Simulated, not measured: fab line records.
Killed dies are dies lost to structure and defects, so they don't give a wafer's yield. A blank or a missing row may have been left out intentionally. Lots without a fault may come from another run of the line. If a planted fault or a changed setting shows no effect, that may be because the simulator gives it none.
Split-lot study | flow n5-finfet | route with 1938 steps; 7 lots, 21 wafers read

SPLIT DETAILS
At N5_MIM_BOT_SPUTTER_00 (material TiN, target thk 35 nm, time 89.7 s), the setting power-w was moved away from the recipe's 3000 W on 4 of the 21 wafers read, by -10.8% to +6.2%. This setting was run at the recipe's value on the other wafers.

The reading comes from the split's own step.

THE READING
TiN_of_MIM_BOT_SPUTTER_00.thk-nm (the simulator's own value, which no gauge read), in nm, at N5_MIM_BOT_SPUTTER_00 (material TiN, target thk 35 nm, time 89.7 s). The file gives no usual value for it. Here, 17 wafers ran the recipe; their average is 34.9 nm with a standard deviation of 0.28 nm.

wafer  | tool, chamber at the split | power-w as run, W | against the recipe | TiN_of_MIM_BOT_SPUTTER_00.thk-nm, nm | against lot-mates on the recipe
L076.1 | pvd-sputter-01, -          | 3000              | recipe             | 34.8                                 | -
L076.4 | pvd-sputter-01, -          | 3000              | recipe             | 34.8                                 | -
L076.5 | pvd-sputter-01, -          | 2677              | -10.8%             | 30.8                                 | -4.0
L085.1 | pvd-sputter-01, -          | 3000              | recipe             | 35                                   | -
L085.3 | pvd-sputter-01, -          | 3000              | recipe             | 35                                   | -
L085.5 | pvd-sputter-01, -          | 3186              | +6.2%              | 36.8                                 | +1.8
L084.1 | pvd-sputter-02, -          | 3000              | recipe             | 34.6                                 | -
L084.4 | pvd-sputter-02, -          | 3000              | recipe             | 34.4                                 | -
L084.5 | pvd-sputter-02, -          | 3000              | recipe             | 35                                   | -
L086.2 | pvd-sputter-01, -          | 3000              | recipe             | 35                                   | -
L086.4 | pvd-sputter-01, -          | 3000              | recipe             | 35.4                                 | -
L086.5 | pvd-sputter-01, -          | 3000              | recipe             | 35.2                                 | -
L088.1 | pvd-sputter-01, -          | 3000              | recipe             | 34.4                                 | -
L088.4 | pvd-sputter-01, -          | 3000              | recipe             | 34.8                                 | -
L088.6 | pvd-sputter-01, -          | 3143              | +4.8%              | 36.4                                 | +1.8
L089.2 | pvd-sputter-01, -          | 3000              | recipe             | 35                                   | -
L089.6 | pvd-sputter-01, -          | 3000              | recipe             | 35                                   | -
L089.3 | pvd-sputter-01, -          | 3000              | recipe             | 34.8                                 | -
L091.1 | pvd-sputter-02, -          | 3000              | recipe             | 35.4                                 | -
L091.4 | pvd-sputter-02, -          | 3000              | recipe             | 35.2                                 | -
L091.6 | pvd-sputter-02, -          | 3166              | +5.5%              | 37.2                                 | +1.9

FIT RESULTS
A straight line over all 21 wafers: TiN_of_MIM_BOT_SPUTTER_00.thk-nm changes by +0.365 nm for each +1% of power-w; r = +0.97; the points scatter about the line by 0.3 nm.
The same after taking each lot's own level away (the mean of its wafers on the recipe; 21 wafers): +0.354 nm for each +1%; r = +0.99; scatter 0.18 nm.
On that fit, the largest move of power-w shifts the reading by 3.8 nm.
Across the lots, their own levels run from 34.60 to 35.30 nm, a range of 2.5 times the standard deviation given above.
The two slopes agree, so the slope changes little with the lot-to-lot level.
Check: for one of the wafers moved furthest among these (-10.8%), held out of the fit, the line's prediction against its lot-mates is -3.54 nm. It came out at -4 nm against them.

OTHER SPLITS ON THESE WAFERS
These wafers also went through other splits before the reading. Each is held against what the fit with the lots' levels taken away leaves over:
other split on the same wafers    | wafers away from the commonest value | r with TiN_of_MIM_BOT_SPUTTER_00.thk-nm (lot level and that fit taken away)
N5_BEOL_M10_VIA_ETCH_34 time-s    | 7                                    | +0.20
N5_BEOL_M10_TRENCH_ETCH_37 bias-w | 11                                   | -0.32
N5_BEOL_M11_COAT_05 spin-rpm      | 8                                    | -0.24
N5_BEOL_M11_EXPOSE_08 dose-mj     | 6                                    | -0.22
N5_BEOL_M13_COAT_04 spin-rpm      | 4                                    | +0.20
N5_BEOL_M13_SPUTTER_43 power-w    | 8                                    | -0.09
N5_BEOL_M13_CMP_49 down-force-psi | 9                                    | +0.06
N5_BEOL_M15_SPUTTER_43 power-w    | 9                                    | +0.04

THE FILE'S OWN FIT
TiN_of_MIM_BOT_SPUTTER_00.thk-nm changes by +0.353 nm for each +1% of power-w, r = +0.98.
